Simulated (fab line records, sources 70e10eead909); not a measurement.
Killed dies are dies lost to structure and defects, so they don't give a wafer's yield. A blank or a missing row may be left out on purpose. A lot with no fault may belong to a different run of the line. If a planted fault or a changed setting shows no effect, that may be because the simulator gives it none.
fab line records -- flow nand_harc
record lots=5, wafers=15, last_day=24
route steps=1159 shown P_M2@332 END@1159
lots with no fault: from the same line, run without faults
start_h: hours from the record's opening day to when the first of the lot's shown wafers began -- wait_h: hours since the lot's step before -- " as in the row above -- L1.1+2: one row covering several wafers at once -- - no value, or no start given -- * or withheld: withheld -- < > ~ a bound
route shown NAME@n: names a module that has steps shown in the file, with the first one's number in the route -- usual: mean/standard deviation of fault-free wafers -- same: alike in all rows -- chamber/n: place in a boat -- sites: the reading at each site -- _std_site: the standard deviation of these -- _edge_site: mean of outer sites minus mean of inner sites -- radius_mm: for every site, how far away it sits from the centre of the wafer -- mask NAME#n: copy n -- behind: tool/chamber where the wafer was last shaped -- hold: why the lot was held/for how many hours/how that ended -- device: whichever transistor did not switch (one of n, p or np) -- end of line: tests of these same wafers at the route's end -- for a step that has no rows: nothing shown but its recipe -- killed: dies that structure and defects cost at the first sort, which is not the same as the wafer's yield -- map: shows each die of a wafer: x if killed, . if not, _ if none is there
set.NAME: the setting as run; set.NAME@STEP: as run at that earlier step -- model.NAME: the simulator's own value behind a step, which no gauge read
a table for each step, a row for each wafer; lots at some steps of the route
services: a tool's chamber out of use, with start hour (start_h, from the record's first day; less than 0 if before it), hours out, and reason
## steps
# step NHARC_P_M2_ETCH_35
# recipe target_depth_a=400, overetch_a=120, time_s=43.94, ion_energy_ev=200, n2_flow_sccm=150, h2_flow_sccm=150, ar_flow_sccm=0, rf_w=400, bias_w=150, chemistry=N2/H2
# step NHARC_P_M2_ETCH_15
# recipe target_depth_a=1825, time_s=91.2, c4f8_flow_sccm=withheld, ar_flow_sccm=400, rf_w=600, bias_w=300, chemistry=C4F8/Ar
# usual oes_product_au=0.949/0.025, rf_vpp_V=441.0/2.6
lot.wafer,tool,chamber,start_h,wait_h,oes_product_au,rf_hours_counter_h,rf_vpp_V
L765.2,rie_diel-03,0,-,-,0.973,3,436.4
L765.1,rie_diel-03,1,-,-,0.955,3,442.2
L765.3,rie_diel-03,3,-,-,0.972,2,443.7
L775.3,rie_diel-03,2,-,-,0.993,5,437.5
L775.5,rie_diel-03,0,-,-,0.961,-,436.4
L775.6,rie_diel-03,1,-,-,0.976,-,442.7
L781.2,rie_diel-07,1,-,-,0.921,32,445.5
L781.3,rie_diel-07,3,-,-,0.932,32,437.1
L781.6,rie_diel-07,1,-,-,0.917,-,445.1
L785.3,rie_diel-03,1,-,-,0.963,1,443.1
L785.5,rie_diel-03,1,-,-,0.953,-,441.7
L785.6,rie_diel-03,2,-,-,0.992,-,438.8
L788.3,rie_diel-03,2,-,-,0.959,2,438.9
L788.5,rie_diel-03,0,-,-,0.986,-,438.3
L788.6,rie_diel-03,1,-,-,0.960,-,443.0
# step NHARC_P_M2_CD_MEAS_16
# usual cd_nm=169.6/0.97
lot.wafer,tool,chamber,start_h,wait_h,cd_nm
L765.1,cd_sem-01,-,127.30,-,170.5
L765.2,cd_sem-01,-,127.30,-,169.6
L765.3,cd_sem-01,-,127.30,-,169.5
L775.3,cd_sem-01,-,182.89,-,170.3
L775.5,cd_sem-01,-,182.89,-,169.6
L775.6,cd_sem-01,-,182.89,-,170.1
L781.2,cd_sem-01,-,215.57,-,169.7
L781.3,cd_sem-01,-,215.57,-,168.7
L781.6,cd_sem-01,-,215.57,-,168.6
L785.3,cd_sem-02,-,248.43,-,169.3
L785.5,cd_sem-02,-,248.43,-,168.1
L785.6,cd_sem-02,-,248.43,-,168.9
L788.3,cd_sem-01,-,266.30,-,170.4
L788.5,cd_sem-01,-,266.30,-,171.2
L788.6,cd_sem-01,-,266.30,-,169.7
# step NHARC_P_M2_STRIP_18
# recipe power_w=1000, n2_flow_sccm=150, h2_flow_sccm=150, ar_flow_sccm=0, bias_w=0, chemistry=N2/H2
# usual drypump_motor_current_A=5.8/0.38, oes_product_au=1.000/0.0088, power_w=1000.0/2.8, rf_vpp_V=90.7/0.92, showerhead_plenum_p_Torr=2.04/0.09, throttle_valve_pct=14.170/0.0087
lot.wafer,tool,chamber,start_h,wait_h,drypump_motor_current_A,oes_product_au,power_w,rf_hours_counter_h,rf_vpp_V,showerhead_plenum_p_Torr,throttle_valve_pct
L765.2,rie_diel-07,0,127.40,0.1,5.6,1.015,1004.2,12,90.9,2.11,14.169
L765.3,rie_diel-07,1,127.40,0.1,5.9,1.002,998.6,13,92.1,2.16,14.176
L765.1,rie_diel-07,2,127.40,0.1,6.2,0.989,1004.1,13,91.1,2.12,14.168
L775.3,rie_diel-03,1,183.01,0.1,5.0,0.992,1000.7,5,89.7,2.10,14.188
L775.6,rie_diel-03,3,183.01,0.1,5.9,0.991,1001.7,-,90.1,2.14,14.167
L775.5,rie_diel-03,0,183.01,0.1,5.7,1.002,1001.5,-,89.3,1.92,14.177
L781.3,rie_diel-07,1,215.65,0.1,5.9,1.004,1003.8,32,92.2,2.15,14.166
L781.2,rie_diel-07,3,215.65,0.1,6.2,0.998,1000.6,32,89.3,1.94,14.178
L781.6,rie_diel-07,2,215.65,0.1,6.2,0.996,999.3,-,90.3,2.12,14.162
L785.3,rie_diel-07,0,248.52,0.1,5.7,1.003,998.2,1,90.5,2.10,14.168
L785.5,rie_diel-07,3,248.52,0.1,6.2,1.011,998.4,-,89.5,1.94,14.171
L785.6,rie_diel-07,0,248.52,0.1,5.7,1.006,996.6,-,90.7,2.10,14.175
L788.3,rie_diel-03,0,266.40,0.1,5.7,0.996,997.0,2,89.1,1.92,14.172
L788.6,rie_diel-03,3,266.40,0.1,5.9,0.985,1002.8,-,92.2,2.14,14.183
L788.5,rie_diel-03,0,266.40,0.1,5.7,0.999,998.5,-,88.8,1.92,14.182
# step NHARC_P_M2_ETCH_28
# recipe target_depth_a=300, over_etch_frac=0.3, time_s=72.99, ion_energy_ev=150, cf4_flow_sccm=50, n2_flow_sccm=100, ar_flow_sccm=150, rf_w=300, bias_w=100, chemistry=CF4/N2
# step NHARC_P_M2_STRIP_19
# recipe time_s=600, temp_c=30, chemistry=post_etch_residue_remover
# step NHARC_P_M2_DEGAS_29
# recipe temp_c=250, time_s=60
# step NHARC_P_M2_PRE_CLEAN_30
# recipe time_s=30, temp_c=280, gas=H2/He
# step NHARC_P_M2_PVD_20
# recipe target_thk_a=50, bias_v=168.6, power_w=15000, chamber_pressure_pa=0.12, time_s=8.06, substrate_temp_c=50, material=TaN
# step NHARC_P_M2_PVD_21
# recipe target_thk_a=300, chamber_pressure_pa=5, power_w=5000, substrate_temp_c=30, time_s=20.49, material=Cu
# usual cathode_dc_power_W=5000.0/0.92, throttle_valve_pct=30.0/0.97
lot.wafer,tool,chamber,start_h,wait_h,cathode_dc_power_W,throttle_valve_pct
L765.1,pvd_sputter-01,-,-,-,5000.6,31.9
L765.3,pvd_sputter-01,-,-,-,4999.5,29.0
L765.2,pvd_sputter-01,-,-,-,4998.8,29.5
L775.3,pvd_sputter-03,-,-,-,4998.5,28.7
L775.6,pvd_sputter-03,-,-,-,4999.1,29.8
L775.5,pvd_sputter-03,-,-,-,4999.6,29.0
L781.3,pvd_sputter-03,-,-,-,5001.2,28.7
L781.2,pvd_sputter-03,-,-,-,4998.9,30.4
L781.6,pvd_sputter-03,-,-,-,4999.3,30.5
L785.3,pvd_sputter-02,-,-,-,4999.7,29.4
L785.6,pvd_sputter-02,-,-,-,5001.2,29.1
L785.5,pvd_sputter-02,-,-,-,5000.6,29.0
L788.3,pvd_sputter-03,-,-,-,4999.5,28.6
L788.6,pvd_sputter-03,-,-,-,4999.3,29.9
L788.5,pvd_sputter-03,-,-,-,4999.4,29.0
# step NHARC_P_M2_ECD_22
# recipe target_thk_a=4000, bath_temp_c=25, material=Cu
# step NHARC_P_M2_ANNEAL_31
# recipe temp_c=225, time_s=90
# usual wafer_temp_C_max=226.2/0.59
lot.wafer,tool,chamber,start_h,wait_h,wafer_temp_C_max
L765.1,rtp_anneal-02,0,128.77,-,227.0
L765.2,rtp_anneal-02,0,128.77,-,226.6
L765.3,rtp_anneal-02,0,128.77,-,226.8
L775.3,rtp_anneal-01,0,184.45,0.3,225.4
L775.5,rtp_anneal-01,0,184.45,0.3,225.4
L775.6,rtp_anneal-01,0,184.45,0.3,225.4
L781.2,rtp_anneal-02,0,217.13,0.4,226.6
L781.3,rtp_anneal-02,0,217.13,0.4,226.5
L781.6,rtp_anneal-02,0,217.13,0.4,226.8
L785.3,rtp_anneal-02,0,250.04,-,227.0
L785.5,rtp_anneal-02,0,250.04,-,226.7
L785.6,rtp_anneal-02,0,250.04,-,226.6
L788.3,rtp_anneal-02,0,267.87,-,226.4
L788.5,rtp_anneal-02,0,267.87,-,226.7
L788.6,rtp_anneal-02,0,267.87,-,227.5
# step NHARC_P_M2_CMP_23
# recipe t_overpolish_s=20, target_thk_nm=144.3
# usual edge_zone_pressure_frac=1.000/0.0052, motor_current_A=12.5/1.4, time_to_endpoint_s=29.1/2.5
lot.wafer,tool,chamber,start_h,wait_h,edge_zone_pressure_frac,motor_current_A,time_to_endpoint_s
L765.3,cmp-03,3,129.11,-,1.004,9.5,27.5
L765.2,cmp-03,0,129.11,-,1.009,11.8,28.8
L765.1,cmp-03,2,129.11,-,1.006,13.7,28.6
L775.3,cmp-02,1,184.69,-,0.997,10.5,28.0
L775.5,cmp-02,1,184.69,-,0.991,10.8,27.4
L775.6,cmp-02,2,184.69,-,1.003,11.4,29.6
L781.3,cmp-03,2,217.45,-,0.999,14.0,37.1
L781.2,cmp-03,0,217.45,-,1.000,12.1,29.4
L781.6,cmp-03,2,217.45,-,1.001,13.0,37.2
L785.3,cmp-04,1,250.37,-,0.996,13.5,29.3
L785.6,cmp-04,2,250.37,-,0.996,12.7,31.7
L785.5,cmp-04,3,250.37,-,0.994,13.7,32.7
L788.3,cmp-04,3,268.12,-,0.990,13.2,32.0
L788.5,cmp-04,3,268.12,-,1.001,14.2,32.6
L788.6,cmp-04,0,268.12,-,0.993,11.4,29.6
# step NHARC_P_M2_THK_MEAS_24
# recipe thk_meas_gauge=xrf
# usual thk_nm=144.3/1.4
lot.wafer,tool,chamber,start_h,wait_h,thk_nm
L765.1,film_metro-02,-,129.43,-,146.0
L765.2,film_metro-02,-,129.43,-,144.3
L765.3,film_metro-02,-,129.43,-,146.3
L775.3,film_metro-02,-,185.01,-,142.9
L775.5,film_metro-02,-,185.01,-,140.8
L775.6,film_metro-02,-,185.01,-,143.3
L781.2,film_metro-01,-,217.74,-,144.8
L781.3,film_metro-01,-,217.74,-,151.3
L781.6,film_metro-01,-,217.74,-,148.7
L785.3,film_metro-01,-,250.60,-,144.5
L785.5,film_metro-01,-,250.60,-,147.0
L785.6,film_metro-01,-,250.60,-,143.1
L788.3,film_metro-02,-,268.43,-,146.9
L788.5,film_metro-02,-,268.43,-,146.6
L788.6,film_metro-02,-,268.43,-,142.1
# step NHARC_P_M2_SRD_25
# step NHARC_P_M2_INSPECT_27
# usual raw_defect_count=352/140
lot.wafer,tool,chamber,start_h,wait_h,raw_defect_count
L765.1,defect_inspect-01,-,129.61,0.1,306
L765.2,defect_inspect-01,-,129.61,0.1,167
L765.3,defect_inspect-01,-,129.61,0.1,209
L775.3,defect_inspect-02,-,185.16,0.0,598
L775.5,defect_inspect-02,-,185.16,0.0,790
L775.6,defect_inspect-02,-,185.16,0.0,742
L781.2,defect_inspect-02,-,217.89,0.0,187
L781.3,defect_inspect-02,-,217.89,0.0,4522
L781.6,defect_inspect-02,-,217.89,0.0,4690
L785.3,defect_inspect-01,-,250.75,0.0,268
L785.5,defect_inspect-01,-,250.75,0.0,721
L785.6,defect_inspect-01,-,250.75,0.0,320
L788.3,defect_inspect-01,-,268.59,0.0,295
L788.5,defect_inspect-01,-,268.59,0.0,500
L788.6,defect_inspect-01,-,268.59,0.0,480
# step NHARC_P_M2_PRE_CLEAN_32
# recipe time_s=12, temp_c=370, rf_power_w=300, gas=NH3
# usual heater_power_w=621/65
lot.wafer,tool,chamber,start_h,wait_h,heater_power_w
L765.3,pecvd-04,1,129.67,0.1,713
L765.1,pecvd-04,2,129.67,0.1,565
L765.2,pecvd-04,0,129.67,0.1,642
L775.3,pecvd-03,1,185.24,0.1,546
L775.5,pecvd-03,0,185.24,0.1,668
L775.6,pecvd-03,2,185.24,0.1,732
L781.3,pecvd-02,1,217.97,0.1,632
L781.2,pecvd-02,2,217.97,0.1,626
L781.6,pecvd-02,0,217.97,0.1,536
L785.3,pecvd-02,1,250.85,0.1,602
L785.5,pecvd-02,2,250.85,0.1,591
L785.6,pecvd-02,0,250.85,0.1,464
L788.3,pecvd-02,1,268.66,0.1,604
L788.5,pecvd-02,2,268.66,0.1,602
L788.6,pecvd-02,0,268.66,0.1,520
# step NHARC_END_SORT_01
# recipe temp_c=25
# usual defect_limited_yield=95.4/1.5, killed_at_array=28/10, killed_at_other=0.5/0.82, killed_at_periphery=3.4/2.2, killed_dies=31/10, killed_open=3.4/1.9, killed_short=1.9/1.3, sort_bin_2_pct=1.5/0.6, sort_bin_3_pct=0.29/0.24, sort_bin_4_pct=2.9/0.97, sort_n_pass=646/10, sort_rim_yield_pct=94.7/3, sort_yield_pct=95.4/1.5
# same gross_dies=677, sort_bin_5_pct[%]=0, sort_bin_6_pct[%]=0, sort_bin_7_pct[%]=0, sort_bin_8_pct[%]=0, sort_rim_n_gross=106.00
lot.wafer,tool,chamber,start_h,wait_h,defect_limited_yield[%],killed_at_array,killed_at_other,killed_at_periphery,killed_dies,killed_open,killed_short,sort_bin_2_pct[%],sort_bin_3_pct[%],sort_bin_4_pct[%],sort_n_pass,sort_rim_yield_pct[%],sort_yield_pct[%]
L765.1,prober-01,0,457.15,2.5,95.6,25,1,4,30,3,1,1.5,0.44,2.5,647,98.1,95.6
L765.2,prober-01,0,457.95,2.8,97.8,13,0,2,15,3,0,0.4,0.15,1.6,662,97.2,97.8
L765.3,prober-01,0,458.75,3.1,97.0,17,0,3,20,5,1,1.2,0,1.8,657,94.3,97.0
L775.3,prober-02,0,509.21,3.1,95.0,28,1,5,34,6,3,0.9,0.15,4.0,643,94.3,95.0
L775.5,prober-02,0,510.79,3.7,94.5,34,0,3,37,3,2,2.2,0.15,3.1,640,98.1,94.5
L775.6,prober-02,0,511.58,4.0,95.9,24,0,4,28,3,0,1.2,0.44,2.5,649,93.4,95.9
L781.2,prober-02,0,540.39,2.8,95.7,28,0,1,29,4,1,1.3,0.74,2.2,648,98.1,95.7
L781.3,prober-02,0,541.20,3.1,0,27,2,648,677,0,1,1.0,96.01,3.0,0,0,0
L781.6,prober-02,0,543.63,4.0,0,26,2,649,677,0,2,1.8,96.01,2.2,0,0,0
L785.6,prober-01,0,573.16,4.0,93.1,46,0,1,47,2,1,1.5,0.59,4.9,630,91.5,93.1
# killed by level:class
L765.1 A_SLIT:chamber_film_flake=14 P_BONDPAD:chamber_film_flake=3 A_CHANNEL_HOLE_D1:chamber_film_flake=3 A_CONTACT:chamber_film_flake=3 A_ONON_D1:geometric_particle:open=1 A_WL_FILL:geometric_particle:short=1 A_CONTACT:geometric_particle:open=1 A_M0:geometric_particle:open=1
L765.2 A_SLIT:chamber_film_flake=6 A_SOURCE_PLATE:geometric_particle:open=2 P_BONDPAD:chamber_film_flake=2 A_CHANNEL_HOLE_D1:chamber_film_flake=2 A_STAIRCASE:chamber_film_flake=2 A_CONTACT:geometric_particle:open=1
L765.3 A_CHANNEL_HOLE_D1:chamber_film_flake=5 A_SLIT:chamber_film_flake=3 A_STAIRCASE:chamber_film_flake=2 P_CONTACT:geometric_particle:open=1 A_WL_FILL:geometric_particle:short=1 A_WL_FILL:geometric_particle:open=1 A_CONTACT:geometric_particle:open=1 A_BLC:geometric_particle:open=1
L775.3 A_CHANNEL_HOLE_D1:chamber_film_flake=17 P_STI:chamber_film_flake=3 A_M0:geometric_particle:open=2 P_M0:chamber_film_flake=2 A_SLIT:chamber_film_flake=2 A_CHANNEL_HOLE_D1:geometric_particle:short=1 A_CHANNEL_FILL_D1:geometric_particle:open=1 A_STAIRCASE:geometric_particle:short=1
L775.5 A_CHANNEL_HOLE_D1:chamber_film_flake=21 A_SLIT:chamber_film_flake=4 A_STAIRCASE:chamber_film_flake=2 P_CONTACT:geometric_particle:open=1 A_CHANNEL_FILL_D1:geometric_particle:short=1 A_WL_FILL:geometric_particle:short=1 A_CONTACT:geometric_particle:open=1 A_BLC:geometric_particle:open=1
L775.6 A_CHANNEL_HOLE_D1:chamber_film_flake=13 A_STAIRCASE:chamber_film_flake=5 P_STI:chamber_film_flake=2 A_CONTACT:chamber_film_flake=2 P_CONTACT:geometric_particle:open=1 A_CONTACT:geometric_particle:open=1 A_BLC:geometric_particle:open=1 P_M0:chamber_film_flake=1
L781.2 A_CHANNEL_HOLE_D1:chamber_film_flake=16 A_CHANNEL_FILL_D1:geometric_particle:open=2 A_STAIRCASE:chamber_film_flake=2 A_BLC:chamber_film_flake=2 A_SOURCE_PLATE:geometric_particle:open=1 A_SOURCE_PLATE:geometric_particle:short=1 A_M1:geometric_particle:open=1 P_M0:chamber_film_flake=1
L781.3 P_M2:area_cmp=647 A_CHANNEL_HOLE_D1:chamber_film_flake=17 A_BLC:chamber_film_flake=6 A_STAIRCASE:chamber_film_flake=2 THIN_TSV:chamber_film_flake=2 P_CONTACT:geometric_particle:short=1 A_SLIT:chamber_film_flake=1 A_CONTACT:chamber_film_flake=1
L781.6 P_M2:area_cmp=647 A_CHANNEL_HOLE_D1:chamber_film_flake=16 A_BLC:chamber_film_flake=4 A_STAIRCASE:chamber_film_flake=3 THIN_TSV:chamber_film_flake=2 P_CONTACT:geometric_particle:short=1 A_WL_FILL:geometric_particle:short=1 P_STI:chamber_film_flake=1
L785.6 A_CHANNEL_HOLE_D1:chamber_film_flake=20 A_STAIRCASE:chamber_film_flake=13 A_CONTACT:chamber_film_flake=7 A_CONTACT:geometric_particle:open=2 A_M0:chamber_film_flake=2 A_ONON_D1:geometric_particle:short=1 P_STI:chamber_film_flake=1 A_WL_FILL:chamber_film_flake=1
# map L781.3 (x killed, . not)
____________x____________
_________xxxxxxx_________
_______xxxxxxxxxxx_______
______xxxxxxxxxxxxx______
_____xxxxxxxxxxxxxxx_____
____xxxxxxxxxxxxxxxxx____
____xxxxxxxxxxxxxxxxx____
___xxxxxxxxxxxxxxxxxxx___
___xxxxxxxxxxxxxxxxxxx___
__xxxxxxxxxxxxxxxxxxxxx__
__xxxxxxxxxxxxxxxxxxxxx__
_xxxxxxxxxxxxxxxxxxxxxxx_
_xxxxxxxxxxxxxxxxxxxxxxx_
_xxxxxxxxxxxxxxxxxxxxxxx_
_xxxxxxxxxxxxxxxxxxxxxxx_
_xxxxxxxxxxxxxxxxxxxxxxx_
xxxxxxxxxxxxxxxxxxxxxxxxx
xxxxxxxxxxxxxxxxxxxxxxxxx
xxxxxxxxxxxxxxxxxxxxxxxxx
xxxxxxxxxxxxxxxxxxxxxxxxx
xxxxxxxxxxxxxxxxxxxxxxxxx
_xxxxxxxxxxxxxxxxxxxxxxx_
_xxxxxxxxxxxxxxxxxxxxxxx_
_xxxxxxxxxxxxxxxxxxxxxxx_
_xxxxxxxxxxxxxxxxxxxxxxx_
_xxxxxxxxxxxxxxxxxxxxxxx_
__xxxxxxxxxxxxxxxxxxxxx__
__xxxxxxxxxxxxxxxxxxxxx__
___xxxxxxxxxxxxxxxxxxx___
___xxxxxxxxxxxxxxxxxxx___
____xxxxxxxxxxxxxxxxx____
____xxxxxxxxxxxxxxxxx____
_____xxxxxxxxxxxxxxx_____
______xxxxxxxxxxxxx______
_______xxxxxxxxxxx_______
_________xxxxxxx_________
____________x____________
# map L765.1 (x killed, . not)
____________.____________
_________......._________
_______..........._______
______.............______
_____..............._____
____.x...............____
____.................____
___...................___
___......x............___
__.....................__
__.....................__
_.........x............._
_...x...............x..._
_...................x..._
_.................x....._
_......................._
.........................
.........................
................x........
.........................
...............x.x.......
_.................x.x..._
_...............xxx....._
_..............xx.x....._
_.................x.x..x_
_.................xx...._
__................x.x..__
__.......x......xx.....__
___...................___
___...................___
____.................____
____...........x.....____
_____..............._____
______..x..........______
_______..........._______
_________......._________
____________.____________
## services
tool,chamber,start_h,hours,kind
cmp-04,-,105.00,4.0,pm
pecvd-03,-,111.16,13.0,pm
cmp-03,-,115.39,3.5,repair
pecvd-04,2,120.73,1.9,repair
cmp-02,-,124.01,1.4,repair
cmp-02,-,134.73,4.0,pm
rie_diel-07,2,137.40,8.3,repair
pecvd-02,-,153.22,13.0,pm
cmp-03,-,156.43,4.0,pm
pvd_sputter-01,-,158.10,10.0,pm
cmp-03,-,162.41,1.1,repair
cmp-04,-,169.63,0.7,repair
pecvd-04,-,196.58,13.0,pm
rie_diel-03,-,196.60,0.2,repair
cmp-04,-,203.00,4.0,pm
cmp-03,-,209.43,0.3,repair
pvd_sputter-02,-,214.01,10.0,pm
rie_diel-03,-,215.30,9.0,pm
rie_diel-07,1,223.61,3.3,repair
cmp-02,-,227.41,0.3,repair
rie_diel-07,-,228.20,9.0,pm
cmp-02,-,232.73,4.0,pm
pecvd-04,2,240.71,8.4,repair
cmp-03,-,254.43,4.0,pm
## key
first_sign step=NHARC_P_M2_THK_MEAS_24, reading=thk_nm, direction=up, sigmas=4, usual=144.3, struck=150.0
effect step=NHARC_P_M2_INSPECT_27, reading=raw_defect_count, direction=up, sigmas=31, usual=352, struck=4606
effect step=NHARC_END_SORT_01, reading=sort_bin_3_pct, direction=up, sigmas=99+, usual=0.29, struck=96.01
more_kills_born_at NHARC_P_M2_CMP_23@cmp-03=1294
met_at NHARC_P_M2_CMP_23
struck_wafers L781.3,L781.6
later_rows_left_out L781.3,L781.6
onset_between 129.11 217.45
fault kind=process_parameter_drift, tool=cmp-03, chamber=-, onset_h=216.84, steps=NHARC_P_M2_CMP_23, channel=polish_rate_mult, offset=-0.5, shape=step, end_h=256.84, scope=struck_wafers_only
# later_rows_left_out: the simulator's readings of these wafers behind a module that went badly wrong aren't trusted and aren't shown, but for the sort
